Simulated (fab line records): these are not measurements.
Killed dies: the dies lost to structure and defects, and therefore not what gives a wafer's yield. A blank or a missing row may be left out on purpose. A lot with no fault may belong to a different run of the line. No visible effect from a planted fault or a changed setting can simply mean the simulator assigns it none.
Matching of chambers :: flow n5 finfet :: N5_BEOL_M9_STRIP_67 on rie diel-06: 4 sister chambers
The step strips in CF4. 8 wafers are shown with their chamber, then 10 later ones without.

== EACH WAFER AND ITS CHAMBER ==
wafer: L081.2
chamber: 2
showerhead plenum p Torr (Torr): 1.84
throttle valve pct (%): 13.78

wafer: L081.6
chamber: 3
showerhead plenum p Torr (Torr): 1.71
throttle valve pct (%): 13.97

wafer: L082.4
chamber: 2
showerhead plenum p Torr (Torr): 1.84
throttle valve pct (%): 13.78

wafer: L083.2
chamber: 0
showerhead plenum p Torr (Torr): 1.73
throttle valve pct (%): 13.26

wafer: L083.3
chamber: 1
showerhead plenum p Torr (Torr): 1.70
throttle valve pct (%): 13.67

wafer: L083.6
chamber: 0
showerhead plenum p Torr (Torr): 1.73
throttle valve pct (%): 13.27

wafer: L084.1
chamber: 1
showerhead plenum p Torr (Torr): 1.70
throttle valve pct (%): 13.67

wafer: L084.3
chamber: 3
showerhead plenum p Torr (Torr): 1.70
throttle valve pct (%): 13.98

== WAFERS MISSING THEIR CHAMBER ==
wafer: L084.4
showerhead plenum p Torr (Torr): 1.73
throttle valve pct (%): 13.30

wafer: L085.1
showerhead plenum p Torr (Torr): 1.70
throttle valve pct (%): 13.68

wafer: L085.4
showerhead plenum p Torr (Torr): 1.70
throttle valve pct (%): 13.68

wafer: L085.6
showerhead plenum p Torr (Torr): 1.70
throttle valve pct (%): 13.97

wafer: L087.1
showerhead plenum p Torr (Torr): 1.73
throttle valve pct (%): 13.28

wafer: L087.2
showerhead plenum p Torr (Torr): 1.70
throttle valve pct (%): 13.99

wafer: L087.5
showerhead plenum p Torr (Torr): 1.73
throttle valve pct (%): 13.30

wafer: L095.2
showerhead plenum p Torr (Torr): 1.73
throttle valve pct (%): 13.33

wafer: L095.5
showerhead plenum p Torr (Torr): 1.70
throttle valve pct (%): 14.03

wafer: L095.6
showerhead plenum p Torr (Torr): 1.73
throttle valve pct (%): 13.32

== CHAMBER TAKEN BY EACH ==
wafer: L084.4
from the rows above: 0
in truth: 0

wafer: L085.1
from the rows above: 1
in truth: 1

wafer: L085.4
from the rows above: 1
in truth: 1

wafer: L085.6
from the rows above: 3
in truth: 3

wafer: L087.1
from the rows above: 0
in truth: 0

wafer: L087.2
from the rows above: 3
in truth: 3

wafer: L087.5
from the rows above: 0
in truth: 0

wafer: L095.2
from the rows above: 0
in truth: 0

wafer: L095.5
from the rows above: 3
in truth: 3

wafer: L095.6
from the rows above: 0
in truth: 0
Correctly placed: 10 of 10. Left unplaced by these rows: 0. Wrongly placed: 0.
How it was worked out, from the rows above alone: a wafer's distance from a chamber is the root of the sum, over the readings, of the square of ((its reading less the chamber's mean) divided by the reading's scatter). If the next closest chamber is less than 2 further off than the closest, the wafer can't be placed; otherwise it belongs to the closest. The mean given for a chamber averages the wafers shown for that chamber. The scatter: take each reading less its chamber's mean, square it, sum over the shown wafers, divide by the number of wafers less the number of chambers, and take the root.
